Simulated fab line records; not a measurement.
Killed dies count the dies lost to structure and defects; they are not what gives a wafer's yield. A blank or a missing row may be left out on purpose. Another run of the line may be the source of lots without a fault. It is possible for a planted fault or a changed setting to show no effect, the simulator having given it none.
fab line records	flow nandHarc
[record] lots = 12	wafers = 36	lastDay = 33
route steps=1302 shown P_ZERO_WELL@17 P_STI@109 P_GATE@119 END@1302
lots untouched by any fault: they come from a run of this same line in which no faults occurred
startH: start of the lot's first displayed wafer, in hours after the record's first day	waitH: hours from the lot's prior step to this one	" same as the row above	L1.1+2: a single row standing in for several wafers	- value missing, or start not given	* or withheld: withheld	< > ~ a bound
route shown NAME@n: NAME is a module with steps in the file, n the number in the route of the first one	usual: mean and standard deviation over wafers with no fault	same: alike in all rows	chamber/n: place in a boat	sites: readings site by site	_std_site: the standard deviation of these	_edge_site: outer sites' mean less inner sites'	radiusMm: for every site, how far away it sits from the centre of the wafer	mask NAME#n: copy n	behind: tool/chamber where the wafer was last shaped	hold: the reason the lot was held/the length of the hold in hours/how it ended	device: which transistor (n, p or np) failed to switch	end of line: the route-end tests of the same wafers	for a step that has no rows: nothing shown but its recipe	killed: not the wafer's yield, but the dies lost to structure and defects at the first sort	map: the dies of a wafer, with x for killed, . for not killed, _ for no die there
set.NAME: the setting that was run; set.NAME@STEP: the one run at that earlier step	model.NAME: the simulator's own value behind a step, which no gauge read
one table for each step of the route and one row for each wafer, over a sample of lots
services: from which hour (startH, from the record's first day; less than 0 if before it) a tool's chamber was out of use, for how many hours, and why
[[steps]]
[step NHARC_P_ZERO_WELL_ETCH_65]
[recipe] targetDepthA = 800	overetchA = 240	timeS = 87.88	ionEnergyEv = 200	n2FlowSccm = 150	h2FlowSccm = 150	arFlowSccm = 0	rfW = 400	biasW = 150	chemistry = N2/H2
[usual] drypumpMotorCurrentA = 5.6/0.48	n2FlowSccm = 149.9/0.41	oesProductAu = 1.003/0.0078	rfVppV = 431.9/2.3	showerheadPlenumPTorr = 2.09/0.082	throttleValvePct = 14.171/0.0097
lot.wafer	tool	chamber	startH	waitH	drypumpMotorCurrentA	n2FlowSccm	oesProductAu	rfHoursCounterH	rfVppV	showerheadPlenumPTorr	throttleValvePct
L621.2	rieDiel-05	0	21.48	0.1	5.2	149.3	1.001	43	431.3	2.12	14.162
L621.1	"	1	"	"	6.0	150.1	1.009	42	427.6	1.96	14.179
L621.6	"	0	"	"	5.2	149.5	0.998	-	432.1	2.12	14.177
L622.3	rieDiel-05	1	31.61	0.1	6.1	149.7	1.008	44	428.0	1.96	14.183
L622.1	"	0	"	"	5.3	150.1	0.994	46	432.2	2.12	14.184
L622.6	"	1	"	"	6.0	149.9	0.998	-	429.3	1.96	14.158
L626.2	rieDiel-05	1	71.52	0.1	6.1	149.9	0.992	4	428.2	1.95	14.183
L626.6	"	1	"	"	6.1	149.9	0.996	-	427.9	1.95	14.183
L626.5	"	2	"	"	4.9	150.2	0.999	-	434.5	2.20	14.175
L627.4	rieDiel-10	1	81.56	0.1	6.4	151.4	1.000	2	434.1	2.13	14.164
L627.1	"	3	"	"	5.9	149.8	0.998	2	429.1	2.01	14.166
L627.6	"	1	"	"	6.4	151.0	1.012	-	433.1	2.13	14.178
L628.1	rieDiel-05	2	91.36	0.1	4.9	149.8	1.001	11	434.3	2.19	14.158
L628.3	"	0	"	"	5.3	150.5	1.008	5	432.0	2.11	14.174
L628.6	"	1	"	"	6.1	150.0	0.990	-	427.4	1.95	14.159
L629.4	rieDiel-05	3	101.46	0.1	5.3	149.2	0.999	13	430.0	2.00	14.173
L629.2	"	1	"	"	6.1	149.6	0.981	12	428.1	1.95	14.182
L629.1	"	2	"	"	4.9	150.1	0.989	13	433.6	2.19	14.181
L630.1	rieDiel-05	3	111.55	0.1	5.3	150.3	1.007	18	430.2	2.00	14.163
L630.5	"	1	"	"	6.1	149.6	0.989	-	428.4	1.95	14.175
L630.6	"	2	"	"	4.9	150.2	0.994	-	434.5	2.19	14.184
L636.3	rieDiel-10	1	171.37	0.1	6.4	150.2	1.016	36	434.4	2.12	14.162
L636.5	"	0	"	"	5.0	149.8	1.008	-	433.0	2.09	14.174
L636.6	"	1	"	"	6.4	149.2	1.012	-	431.5	2.12	14.160
L640.1	rieDiel-10	0	211.62	0.1	5.0	149.8	1.004	49	431.8	2.08	14.176
L640.5	"	2	"	"	5.8	149.5	1.015	-	434.5	2.18	14.184
L640.6	"	3	"	"	5.8	150.0	1.012	-	428.1	1.99	14.189
L641.4	rieDiel-10	0	221.97	0.6	5.0	149.5	1.019	52	431.0	2.08	14.167
L641.1	"	1	"	"	6.4	149.9	1.012	57	431.2	2.11	14.166
L641.6	"	2	"	"	5.8	150.1	1.004	-	434.1	2.18	14.168
L643.1	rieDiel-01	2	241.51	0.1	5.5	150.2	1.000	11	431.5	2.08	14.170
L643.3	"	3	"	"	5.9	150.4	1.005	8	431.9	2.10	14.162
L643.6	"	1	"	"	6.1	149.7	1.009	-	435.1	2.20	14.158
L644.1	rieDiel-05	0	251.49	0.1	5.2	149.6	0.991	3	431.8	2.10	14.178
L644.2	"	2	"	"	4.8	150.0	1.002	3	435.3	2.18	14.168
L644.4	"	0	"	"	5.3	150.2	0.998	-	432.1	2.10	14.162
[step NHARC_P_ZERO_WELL_INSPECT_43]
[usual] rawDefectCount = 14/6.4
lot.wafer	tool	chamber	startH	waitH	rawDefectCount
L621.1	defectInspect-01	-	27.44	0.6	22
L621.2	"	-	"	"	7
L621.6	"	-	"	"	11
L622.1	defectInspect-01	-	38.89	1.1	10
L622.3	"	-	"	"	23
L622.6	"	-	"	"	6
L626.2	defectInspect-01	-	77.78	0.5	15
L626.5	"	-	"	"	14
L626.6	"	-	"	"	13
L627.1	defectInspect-02	-	87.81	0.6	10
L627.4	"	-	"	"	24
L627.6	"	-	"	"	13
L628.1	defectInspect-01	-	97.57	0.6	19
L628.3	"	-	"	"	16
L628.6	"	-	"	"	12
L629.1	defectInspect-01	-	107.69	0.6	25
L629.2	"	-	"	"	11
L629.4	"	-	"	"	3
L630.1	defectInspect-02	-	117.75	0.6	12
L630.5	"	-	"	"	15
L630.6	"	-	"	"	12
L636.3	defectInspect-02	-	179.11	0.4	22
L636.5	"	-	"	"	16
L636.6	"	-	"	"	12
L640.1	defectInspect-02	-	217.92	0.6	9
L640.5	"	-	"	"	14
L640.6	"	-	"	"	16
L641.1	defectInspect-01	-	228.24	0.6	21
L641.4	"	-	"	"	17
L641.6	"	-	"	"	28
L643.1	defectInspect-01	-	247.79	0.6	12
L643.3	"	-	"	"	19
L643.6	"	-	"	"	15
L644.1	defectInspect-01	-	257.74	0.6	10
L644.2	"	-	"	"	3
L644.4	"	-	"	"	7
[step NHARC_P_STI_INSPECT_25]
[usual] rawDefectCount = 215/72
lot.wafer	tool	chamber	startH	waitH	rawDefectCount
L621.1	defectInspect-01	-	76.86	0.4	171
L621.2	"	-	"	"	144
L621.6	"	-	"	"	232
L622.1	defectInspect-01	-	81.74	0.4	154
L622.3	"	-	"	"	139
L622.6	"	-	"	"	137
L626.2	defectInspect-02	-	124.42	0.4	157
L626.5	"	-	"	"	163
L626.6	"	-	"	"	382
L627.1	defectInspect-02	-	135.99	0.4	150
L627.4	"	-	"	"	171
L627.6	"	-	"	"	121
L628.1	defectInspect-01	-	143.59	0.4	246
L628.3	"	-	"	"	207
L628.6	"	-	"	"	211
L629.1	defectInspect-02	-	158.43	0.4	296
L629.2	"	-	"	"	218
L629.4	"	-	"	"	224
L630.1	defectInspect-01	-	158.43	0.4	138
L630.5	"	-	"	"	192
L630.6	"	-	"	"	249
L636.3	defectInspect-02	-	219.70	0.4	144
L636.5	"	-	"	"	105
L636.6	"	-	"	"	123
L640.1	defectInspect-02	-	269.45	0.4	404
L640.5	"	-	"	"	236
L640.6	"	-	"	"	288
L641.1	defectInspect-02	-	282.10	0.4	184
L641.4	"	-	"	"	242
L641.6	"	-	"	"	175
L643.1	defectInspect-02	-	290.51	0.4	119
L643.3	"	-	"	"	178
L643.6	"	-	"	"	154
L644.1	defectInspect-01	-	306.97	0.4	302
L644.2	"	-	"	"	224
L644.4	"	-	"	"	208
[step NHARC_P_GATE_EXPOSE_08]
[recipe] na = 0.6	doseMj = 16.75	maskId = P_HV
lot.wafer	tool	chamber	startH	waitH	mask
L621.1+2+6	krfScanner-03	0	85.73	-	P_HV#0
L622.1+3+6	krfScanner-01	0	90.72	-	P_HV#0
L626.2+5+6	krfScanner-01	0	132.96	-	P_HV#0
L627.1+4+6	krfScanner-01	0	144.41	-	P_HV#0
L628.1+3+6	krfScanner-04	0	151.85	-	P_HV#0
L630.1+5+6	krfScanner-01	0	166.65	-	P_HV#0
L629.1+2+4	krfScanner-04	0	166.81	-	P_HVPW#0
L636.3+5+6	krfScanner-01	0	227.74	-	P_HV#0
L640.1+5+6	krfScanner-01	0	279.53	-	P_HV#0
L641.1+4+6	krfScanner-01	0	290.53	-	P_HV#0
L643.1+3+6	krfScanner-04	0	298.90	-	P_HV#0
L644.1+2+4	krfScanner-03	0	315.23	-	P_HV#0
[step NHARC_P_GATE_CD_MEAS_11]
[recipe] targetCdNm = 1640	landingEnergyEv = 500
[usual] cdNm = 1639.6/1.3
lot.wafer	tool	chamber	startH	waitH	cdNm
L621.1	cdSem-02	0	85.90	-	1639.5
L621.2	"	0	"	"	1639.3
L621.6	"	0	"	"	1638.4
L622.1	cdSem-02	0	90.88	-	1640.3
L622.3	"	0	"	"	1639.2
L622.6	"	0	"	"	1642.6
L626.2	cdSem-02	0	133.11	-	1636.9
L626.5	"	0	"	"	1639.1
L626.6	"	0	"	"	1639.2
L627.1	cdSem-03	0	144.57	-	1640.2
L627.4	"	0	"	"	1639.6
L627.6	"	0	"	"	1638.8
L628.1	cdSem-03	0	152.01	-	1639.7
L628.3	"	0	"	"	1640.3
L628.6	"	0	"	"	1642.3
L630.1	cdSem-02	0	166.80	-	1642.6
L630.5	"	0	"	"	1641.3
L630.6	"	0	"	"	1641.9
L629.1	cdSem-01	0	166.96	-	-
L629.2	"	0	"	"	-
L629.4	"	0	"	"	-
L636.3	cdSem-02	0	227.89	-	1639.1
L636.5	"	0	"	"	1639.0
L636.6	"	0	"	"	1637.1
L640.1	cdSem-01	0	279.69	-	1638.1
L640.5	"	0	"	"	1637.1
L640.6	"	0	"	"	1638.8
L641.1	cdSem-03	0	290.70	-	1639.8
L641.4	"	0	"	"	1638.4
L641.6	"	0	"	"	1636.9
L643.1	cdSem-02	0	299.06	-	1636.7
L643.3	"	0	"	"	1638.4
L643.6	"	0	"	"	1638.1
L644.1	cdSem-03	0	315.39	-	1640.6
L644.2	"	0	"	"	1640.6
L644.4	"	0	"	"	1640.6
[step NHARC_END_SORT_01]
[recipe] tempC = 25
[usual] killedAtArray = 46/15	killedAtOther = 0.8/1.1	killedAtPeriphery = 4.0/2.9	killedDies = 50/15	killedOpen = 3.2/1.8	killedShort = 2.3/1.6
[same] grossDies = 677
lot.wafer	tool	chamber	startH	waitH	hold	killedAtArray	killedAtOther	killedAtPeriphery	killedDies	killedOpen	killedShort
L621.1	prober-01	0	564.90	2.5	-	31	0	4	35	5	5
L621.2	prober-01	0	565.70	2.8	-	15	0	3	18	1	5
L621.6	prober-01	0	568.90	4.0	-	17	2	2	21	2	3
L622.1	prober-02	0	564.93	2.5	-	59	1	1	61	4	2
L622.3	prober-02	0	566.53	3.1	-	74	0	5	79	4	1
L622.6	prober-02	0	568.94	4.0	-	63	3	3	69	2	1
L626.2	prober-02	0	602.42	2.8	-	64	1	5	70	7	1
L626.5	prober-02	0	604.85	3.7	-	53	0	5	58	3	2
L626.6	prober-02	0	605.66	4.1	-	70	1	6	77	7	0
L628.1	prober-01	0	624.20	2.5	-	48	5	12	65	5	1
L628.3	prober-01	0	625.79	3.1	-	37	4	8	49	2	2
L628.6	prober-01	0	628.16	4.0	-	42	2	6	50	3	3
L627.1	prober-02	0	624.26	2.5	-	40	0	0	40	2	2
L627.4	prober-02	0	626.65	3.4	-	33	0	7	40	1	1
L627.6	prober-02	0	628.25	4.0	-	33	0	2	35	1	2
L629.1	prober-01	0	638.69	2.5	awaitDispo/6.6h/scrap	20	0	657	677	3	0
L629.2	prober-01	0	639.50	2.8	awaitDispo/6.6h/scrap	25	1	651	677	3	0
L629.4	prober-01	0	641.12	3.4	awaitDispo/6.6h/scrap	21	0	656	677	1	1
L630.1	prober-02	0	650.16	2.5	-	63	3	8	74	0	4
L630.5	prober-02	0	653.31	3.6	-	64	0	5	69	3	2
L630.6	prober-02	0	654.10	3.9	-	57	3	4	64	5	6
L636.3	prober-02	0	707.89	3.1	-	36	0	2	38	5	5
L636.5	prober-02	0	709.48	3.7	-	55	1	0	56	3	0
L636.6	prober-02	0	710.28	4.0	-	59	1	4	64	3	2
L640.1	prober-01	0	769.75	2.5	-	56	1	2	59	3	4
L640.5	prober-01	0	772.99	3.7	-	62	1	4	67	4	2
L640.6	prober-01	0	773.80	4.1	-	43	0	4	47	2	2
L641.1	prober-02	0	772.72	2.5	-	42	0	5	47	1	1
L641.4	prober-02	0	775.12	3.4	-	44	2	3	49	3	2
L641.6	prober-02	0	776.73	4.0	-	52	0	4	56	2	3
L643.1	prober-01	0	777.64	2.5	-	39	2	1	42	1	1
L643.3	prober-01	0	779.23	3.1	-	52	1	4	57	3	4
L643.6	prober-01	0	781.60	4.0	-	29	1	4	34	2	0
L644.1	prober-01	0	792.15	2.5	-	20	0	9	29	2	0
L644.2	prober-01	0	792.95	2.8	-	27	1	5	33	4	4
L644.4	prober-01	0	794.55	3.4	-	23	1	10	34	6	1
// killed by level:class
L621.1 A_CHANNEL_HOLE_D2:chamberFilmFlake=9 A_CONTACT:chamberFilmFlake=5 A_CHANNEL_FILL_D1:chamberFilmFlake=4 A_WL_FILL:chamberFilmFlake=3 P_M1:geometricParticle:short=1 A_ONON_D1:geometricParticle:short=1 A_CHANNEL_HOLE_D1:geometricParticle:open=1 A_CHANNEL_FILL_D1:geometricParticle:short=1
L622.1 A_CHANNEL_HOLE_D1:chamberFilmFlake=20 A_CHANNEL_HOLE_D2:chamberFilmFlake=17 A_SLIT:chamberFilmFlake=9 A_STAIRCASE:chamberFilmFlake=5 A_CONTACT:geometricParticle:open=2 A_CHANNEL_HOLE_D1:geometricParticle:short=1 A_DECK1_JOINT:geometricParticle:open=1 A_CHANNEL_FILL_D2:geometricParticle:open=1
L621.2 A_CHANNEL_HOLE_D2:chamberFilmFlake=4 P_M2:chamberFilmFlake=3 A_ONON_D1:geometricParticle:short=2 A_SGD_CUT:geometricParticle:short=2 A_WL_FILL:chamberFilmFlake=2 A_CHANNEL_HOLE_D1:geometricParticle:short=1 A_CHANNEL_FILL_D2:geometricParticle:open=1 A_ZERO_WELL:chamberFilmFlake=1
L622.3 A_CHANNEL_HOLE_D1:chamberFilmFlake=19 A_SLIT:chamberFilmFlake=19 A_CHANNEL_HOLE_D2:chamberFilmFlake=18 A_STAIRCASE:chamberFilmFlake=7 P_ZERO_WELL:chamberFilmFlake=3 A_CONTACT:chamberFilmFlake=3 A_ZERO_WELL:chamberFilmFlake=2 A_WL_FILL:chamberFilmFlake=2
L621.6 A_CHANNEL_HOLE_D2:chamberFilmFlake=9 A_ZERO_WELL:chamberFilmFlake=2 P_CONTACT:geometricParticle:open=1 A_SGD_CUT:geometricParticle:short=1 A_M1:geometricParticle:short=1 P_M2:chamberFilmFlake=1 STARTING-WAFER:geometricParticle:open=1 STARTING-WAFER:geometricParticle:short=1
L622.6 A_CHANNEL_HOLE_D2:chamberFilmFlake=26 A_CHANNEL_HOLE_D1:chamberFilmFlake=15 A_SLIT:chamberFilmFlake=13 A_STAIRCASE:chamberFilmFlake=3 THIN_TSV:chamberFilmFlake=3 P_ZERO_WELL:chamberFilmFlake=2 A_CHANNEL_FILL_D2:chamberFilmFlake=2 A_ONON_D1:geometricParticle:open=1
L626.2 A_CHANNEL_HOLE_D2:chamberFilmFlake=25 A_SLIT:chamberFilmFlake=16 A_CHANNEL_HOLE_D1:chamberFilmFlake=11 A_M1:chamberFilmFlake=3 P_M1:chamberFilmFlake=2 P_CONTACT:geometricParticle:open=1 P_M0:geometricParticle:open=1 A_ONON_D1:geometricParticle:open=1
L626.5 A_SLIT:chamberFilmFlake=23 A_CHANNEL_HOLE_D1:chamberFilmFlake=11 A_CHANNEL_HOLE_D2:chamberFilmFlake=11 P_M1:chamberFilmFlake=4 A_STAIRCASE:chamberFilmFlake=2 A_CONTACT:chamberFilmFlake=2 P_M0:geometricParticle:open=1 A_DECK1_JOINT:geometricParticle:short=1
L626.6 A_CHANNEL_HOLE_D2:chamberFilmFlake=31 A_CHANNEL_HOLE_D1:chamberFilmFlake=15 A_SLIT:chamberFilmFlake=13 P_GATE:chamberFilmFlake=3 A_CONTACT:chamberFilmFlake=3 A_ONON_D2:geometricParticle:open=2 A_CHANNEL_FILL_D2:geometricParticle:open=2 P_CONTACT:geometricParticle:open=1
L628.1 A_SLIT:chamberFilmFlake=21 A_CHANNEL_HOLE_D2:chamberFilmFlake=10 A_STAIRCASE:chamberFilmFlake=6 A_CONTACT:chamberFilmFlake=6 THIN_TSV:chamberFilmFlake=4 P_ZERO_WELL:chamberFilmFlake=3 P_GATE:chamberFilmFlake=3 P_CONTACT:geometricParticle:open=2
L627.1 A_CHANNEL_HOLE_D2:chamberFilmFlake=22 A_STAIRCASE:chamberFilmFlake=4 A_CONTACT:chamberFilmFlake=4 A_CHANNEL_HOLE_D1:chamberFilmFlake=2 A_ONON_D2:geometricParticle:short=1 A_CHANNEL_FILL_D2:geometricParticle:short=1 A_CHANNEL_FILL_D2:geometricParticle:open=1 A_WL_FILL:geometricParticle:open=1
L628.3 A_SLIT:chamberFilmFlake=21 A_CHANNEL_HOLE_D2:chamberFilmFlake=5 A_STAIRCASE:chamberFilmFlake=4 P_GATE:chamberFilmFlake=3 A_CONTACT:chamberFilmFlake=3 THIN_TSV:chamberFilmFlake=3 P_ZERO_WELL:chamberFilmFlake=2 P_CONTACT:geometricParticle:short=1
L627.4 A_CHANNEL_HOLE_D2:chamberFilmFlake=21 P_ZERO_WELL:chamberFilmFlake=4 A_STAIRCASE:chamberFilmFlake=3 P_M1:chamberFilmFlake=2 A_SLIT:chamberFilmFlake=2 A_CONTACT:chamberFilmFlake=2 A_ONON_D1:geometricParticle:open=1 A_ONON_D1:geometricParticle:short=1
L628.6 A_SLIT:chamberFilmFlake=18 A_CHANNEL_HOLE_D2:chamberFilmFlake=6 A_STAIRCASE:chamberFilmFlake=5 A_ONON_D2:geometricParticle:open=2 P_STI:chamberFilmFlake=2 P_GATE:chamberFilmFlake=2 A_CHANNEL_HOLE_D1:chamberFilmFlake=2 A_CONTACT:chamberFilmFlake=2
L627.6 A_CHANNEL_HOLE_D2:chamberFilmFlake=20 A_STAIRCASE:chamberFilmFlake=5 A_SLIT:chamberFilmFlake=2 A_CONTACT:chamberFilmFlake=2 P_M0:geometricParticle:short=1 A_DECK1_JOINT:geometricParticle:open=1 A_CHANNEL_FILL_D2:geometricParticle:short=1 P_ZERO_WELL:chamberFilmFlake=1
L629.1 P_GATE:areaExpose=655 A_CHANNEL_HOLE_D2:chamberFilmFlake=11 A_CHANNEL_HOLE_D1:chamberFilmFlake=3 P_M1:geometricParticle:open=1 A_ONON_D2:geometricParticle:open=1 A_SGD_CUT:geometricParticle:open=1 A_CHANNEL_FILL_D2:chamberFilmFlake=1 P_M0:chamberFilmFlake=1
L629.2 P_GATE:areaExpose=646 A_CHANNEL_HOLE_D2:chamberFilmFlake=11 A_CHANNEL_HOLE_D1:chamberFilmFlake=5 A_CONTACT:chamberFilmFlake=3 P_GATE:chamberFilmFlake=2 A_DECK1_JOINT:chamberFilmFlake=2 A_BONDPAD:chamberFilmFlake=2 P_CONTACT:geometricParticle:open=1
L629.4 P_GATE:areaExpose=651 A_CHANNEL_HOLE_D2:chamberFilmFlake=9 P_GATE:chamberFilmFlake=3 A_CHANNEL_HOLE_D1:chamberFilmFlake=3 A_CONTACT:chamberFilmFlake=2 A_BONDPAD:chamberFilmFlake=2 P_GATE:geometricParticle:short=1 A_M1:geometricParticle:open=1
L630.1 A_CHANNEL_HOLE_D1:chamberFilmFlake=26 A_SLIT:chamberFilmFlake=25 P_CONTACT:chamberFilmFlake=5 A_CONTACT:chamberFilmFlake=4 A_CHANNEL_HOLE_D2:chamberFilmFlake=3 THIN_TSV:chamberFilmFlake=3 A_CHANNEL_FILL_D1:geometricParticle:short=2 P_CONTACT:geometricParticle:short=1
L630.5 A_CHANNEL_HOLE_D1:chamberFilmFlake=25 A_SLIT:chamberFilmFlake=23 A_CHANNEL_HOLE_D2:chamberFilmFlake=6 P_CONTACT:chamberFilmFlake=5 A_CHANNEL_FILL_D2:chamberFilmFlake=2 A_CONTACT:chamberFilmFlake=2 A_SOURCE_PLATE:geometricParticle:short=1 A_CHANNEL_HOLE_D1:geometricParticle:open=1
L630.6 A_SLIT:chamberFilmFlake=18 A_CHANNEL_HOLE_D1:chamberFilmFlake=12 A_CHANNEL_HOLE_D2:chamberFilmFlake=10 P_CONTACT:chamberFilmFlake=3 A_CHANNEL_FILL_D2:chamberFilmFlake=3 THIN_TSV:chamberFilmFlake=3 A_ONON_D1:geometricParticle:open=2 A_M0:geometricParticle:short=2
L636.3 A_SLIT:chamberFilmFlake=15 A_CHANNEL_HOLE_D2:chamberFilmFlake=6 A_CONTACT:chamberFilmFlake=3 A_M1:geometricParticle:short=2 A_CHANNEL_HOLE_D1:chamberFilmFlake=2 A_STAIRCASE:chamberFilmFlake=2 P_GATE:geometricParticle:open=1 P_M0:geometricParticle:open=1
L636.5 A_SLIT:chamberFilmFlake=25 A_CHANNEL_HOLE_D2:chamberFilmFlake=14 A_CONTACT:chamberFilmFlake=9 A_CHANNEL_HOLE_D1:chamberFilmFlake=4 A_WL_FILL:geometricParticle:open=1 A_BLC:geometricParticle:open=1 A_M1:geometricParticle:open=1 THIN_TSV:chamberFilmFlake=1
L636.6 A_SLIT:chamberFilmFlake=26 A_CHANNEL_HOLE_D2:chamberFilmFlake=12 A_CHANNEL_HOLE_D1:chamberFilmFlake=8 A_CONTACT:chamberFilmFlake=7 P_GATE:geometricParticle:open=1 P_M1:geometricParticle:short=1 A_CHANNEL_FILL_D2:geometricParticle:short=1 A_M0:geometricParticle:open=1
L640.1 A_CHANNEL_HOLE_D2:chamberFilmFlake=16 A_CONTACT:chamberFilmFlake=12 A_CHANNEL_HOLE_D1:chamberFilmFlake=10 A_STAIRCASE:chamberFilmFlake=6 A_WL_FILL:chamberFilmFlake=5 A_SLIT:chamberFilmFlake=2 P_M0:geometricParticle:open=1 A_ONON_D1:geometricParticle:short=1
L641.1 A_SLIT:chamberFilmFlake=17 A_CHANNEL_HOLE_D2:chamberFilmFlake=12 A_STAIRCASE:chamberFilmFlake=4 P_GATE:chamberFilmFlake=3 A_ZERO_WELL:chamberFilmFlake=2 A_CONTACT:chamberFilmFlake=2 A_M1:chamberFilmFlake=2 A_CHANNEL_FILL_D1:geometricParticle:short=1
L640.5 A_CHANNEL_HOLE_D2:chamberFilmFlake=19 A_CONTACT:chamberFilmFlake=11 A_STAIRCASE:chamberFilmFlake=10 A_SLIT:chamberFilmFlake=7 A_WL_FILL:chamberFilmFlake=6 A_CHANNEL_HOLE_D1:chamberFilmFlake=5 P_STI:chamberFilmFlake=2 P_CONTACT:geometricParticle:open=1
L640.6 A_CHANNEL_HOLE_D2:chamberFilmFlake=21 A_CONTACT:chamberFilmFlake=8 A_SLIT:chamberFilmFlake=6 A_STAIRCASE:chamberFilmFlake=3 A_CHANNEL_HOLE_D1:chamberFilmFlake=2 P_GATE:geometricParticle:open=1 P_M0:geometricParticle:short=1 A_CHANNEL_FILL_D2:geometricParticle:short=1
L641.4 A_CHANNEL_HOLE_D2:chamberFilmFlake=17 A_SLIT:chamberFilmFlake=12 A_STAIRCASE:chamberFilmFlake=4 P_M2:chamberFilmFlake=2 A_CHANNEL_FILL_D1:chamberFilmFlake=2 A_M1:chamberFilmFlake=2 A_ONON_D1:geometricParticle:open=1 A_CHANNEL_FILL_D1:geometricParticle:short=1
L641.6 A_CHANNEL_HOLE_D2:chamberFilmFlake=20 A_SLIT:chamberFilmFlake=19 A_CONTACT:chamberFilmFlake=3 P_GATE:chamberFilmFlake=2 A_CHANNEL_HOLE_D1:unspecified=2 A_STAIRCASE:chamberFilmFlake=2 A_ONON_D2:geometricParticle:short=1 A_CHANNEL_HOLE_D2:geometricParticle:short=1
L643.1 A_SLIT:chamberFilmFlake=24 A_CHANNEL_HOLE_D1:chamberFilmFlake=5 A_CONTACT:chamberFilmFlake=4 A_STAIRCASE:chamberFilmFlake=3 A_M1:chamberFilmFlake=2 THIN_TSV:chamberFilmFlake=2 P_CONTACT:geometricParticle:open=1 A_STAIRCASE:geometricParticle:short=1
L643.3 A_SLIT:chamberFilmFlake=26 A_CHANNEL_HOLE_D1:chamberFilmFlake=13 A_STAIRCASE:chamberFilmFlake=5 A_M0:geometricParticle:short=3 P_ZERO_WELL:chamberFilmFlake=2 P_GATE:geometricParticle:open=1 P_CONTACT:geometricParticle:open=1 A_CHANNEL_FILL_D2:geometricParticle:short=1
L643.6 A_SLIT:chamberFilmFlake=14 A_CHANNEL_HOLE_D1:chamberFilmFlake=10 A_STAIRCASE:chamberFilmFlake=3 P_M1:geometricParticle:open=1 A_ONON_D2:geometricParticle:open=1 P_ZERO_WELL:chamberFilmFlake=1 P_GATE:chamberFilmFlake=1 P_M0:chamberFilmFlake=1
L644.1 A_SLIT:chamberFilmFlake=9 P_GATE:chamberFilmFlake=5 P_ZERO_WELL:chamberFilmFlake=3 A_WL_FILL:chamberFilmFlake=3 A_CHANNEL_FILL_D2:chamberFilmFlake=2 A_CONTACT:chamberFilmFlake=2 P_M0:geometricParticle:open=1 A_STAIRCASE:geometricParticle:open=1
L644.2 A_SLIT:chamberFilmFlake=8 A_CONTACT:chamberFilmFlake=7 P_GATE:chamberFilmFlake=3 A_WL_FILL:geometricParticle:short=2 A_CHANNEL_FILL_D1:chamberFilmFlake=2 P_M0:geometricParticle:open=1 A_SOURCE_PLATE:geometricParticle:short=1 A_ONON_D1:geometricParticle:open=1
L644.4 A_CONTACT:chamberFilmFlake=6 A_SLIT:chamberFilmFlake=5 P_ZERO_WELL:chamberFilmFlake=3 A_CHANNEL_FILL_D2:chamberFilmFlake=3 P_GATE:chamberFilmFlake=2 A_CHANNEL_HOLE_D2:chamberFilmFlake=2 P_M0:geometricParticle:open=1 P_M1:geometricParticle:short=1
[[services]]
tool	chamber	startH	hours	kind
krfScanner-04	-	10.00	4.0	pm
rieDiel-05	-	36.00	0.8	repair
krfScanner-04	-	46.22	0.9	repair
rieDiel-05	-	52.60	9.0	pm
krfScanner-01	-	58.17	3.6	repair
rieDiel-10	-	65.50	9.0	pm
rieDiel-05	-	94.72	0.4	repair
rieDiel-10	-	99.99	1.5	repair
rieDiel-05	-	130.43	1.3	repair
krfScanner-01	-	140.00	4.0	pm
krfScanner-04	-	155.82	2.3	repair
rieDiel-10	0	179.52	20.3	repair
krfScanner-04	-	182.00	4.0	pm
krfScanner-01	-	209.27	0.7	repair
krfScanner-01	-	213.28	0.4	repair
krfScanner-01	-	221.87	0.4	repair
rieDiel-10	2	223.81	10.9	repair
rieDiel-05	-	229.62	9.0	pm
krfScanner-01	-	237.11	10.7	repair
rieDiel-10	-	242.66	9.0	pm
rieDiel-05	3	247.37	4.5	repair
rieDiel-10	0	268.64	8.3	repair
rieDiel-10	2	269.09	3.1	repair
krfScanner-01	-	312.02	4.0	pm
[[key]]
[firstSign] step = NHARC_P_GATE_EXPOSE_08	reading = mask	direction = changed
[effect] step = NHARC_P_GATE_CD_MEAS_11	reading = cdNm	direction = missing
[effect] step = NHARC_END_SORT_01	reading = killedAtPeriphery	direction = up	sigmas = 99+	usual = 4.0	struck = 654.7
[moreKillsBornAt] NHARC_P_GATE_EXPOSE_08@krfScanner-04 = 1952
metAt NHARC_P_GATE_EXPOSE_08
struckLots L629
laterRowsLeftOut L629.1,L629.2,L629.4
testerLeftOut L629
notActingAt NHARC_P_ZERO_WELL_ETCH_65,NHARC_P_ZERO_WELL_INSPECT_43,NHARC_P_STI_INSPECT_25
onsetBetween 151.85 166.81
[fault] kind = wrongMask	tool = any	chamber = -	onsetH = 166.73	steps = NHARC_P_GATE_EXPOSE_08	auxCopy = P_HVPW#0	scope = struckLotsOnly
// testerLeftOut: of these lots the tester's yield and bins aren't shown, on N5 and GAA mostly nor the transistor test; their killed dies are dies lost to structure and defects alone, not to doping, threshold or leakage, so they don't give the yield
// laterRowsLeftOut: the simulator's readings of these wafers behind a module that went badly wrong aren't trusted and aren't shown, but for the sort
